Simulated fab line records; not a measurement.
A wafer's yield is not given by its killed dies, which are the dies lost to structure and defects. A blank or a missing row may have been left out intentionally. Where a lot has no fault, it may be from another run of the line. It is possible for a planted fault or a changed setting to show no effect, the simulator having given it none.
Which of the tools did it?    flow n5_finfet    route of 1938 steps, sampled at 1 step: 8 lots, 24 wafers

== WHAT THE GAUGES SHOWED, per wafer ==
N5_DUMMY_GATE_CD_MEAS_15: target cd 25.8 nm.
lot   measured     on         cd_nm (nm)
L075  day 3 04:07  cd_sem-02  25.09 24.34 24.72
L077  day 3 17:19  cd_sem-01  24.77 24.69 24.60
L080  day 4 09:58  cd_sem-01  24.44 25.02 24.98
L083  day 5 04:19  cd_sem-01  25.32 25.11 24.95
L085  day 5 16:13  cd_sem-03  25.15 24.97 25.01
L087  day 6 04:26  cd_sem-03  25.09 25.16 24.51
L089  day 6 18:34  cd_sem-01  24.73 25.24 24.77
L091  day 7 04:50  cd_sem-01  25.21 25.26 24.99

== WHAT TOOL EACH LOT RAN ON (gives the tool, then ch and the chambers of the sampled wafers, and finally the start) ==
Before these readings, the record contains no process step.

== THE ANSWER, worked out from the rows above alone ==
Rule: the lots themselves supply what counts as usual. Put in order of their means at a reading, lots are off if they are a third of the lots or fewer, leave a main group of 4 or more, and stand apart from it by a gap of 3 or more times the standard deviation of the main group's means; of several such gaps the widest counts. Not used: any main group whose means are identical at the precision the tables above print for the reading. A lot without any number at a reading at which 4 lots or more have one is off too. Where the step has rows for the other lots, those lots are counted as sound.
Across all readings shown, no lot is off: no conclusion can be drawn from this.

== WHAT HAD BEEN PUT IN BY THE SIMULATOR ==
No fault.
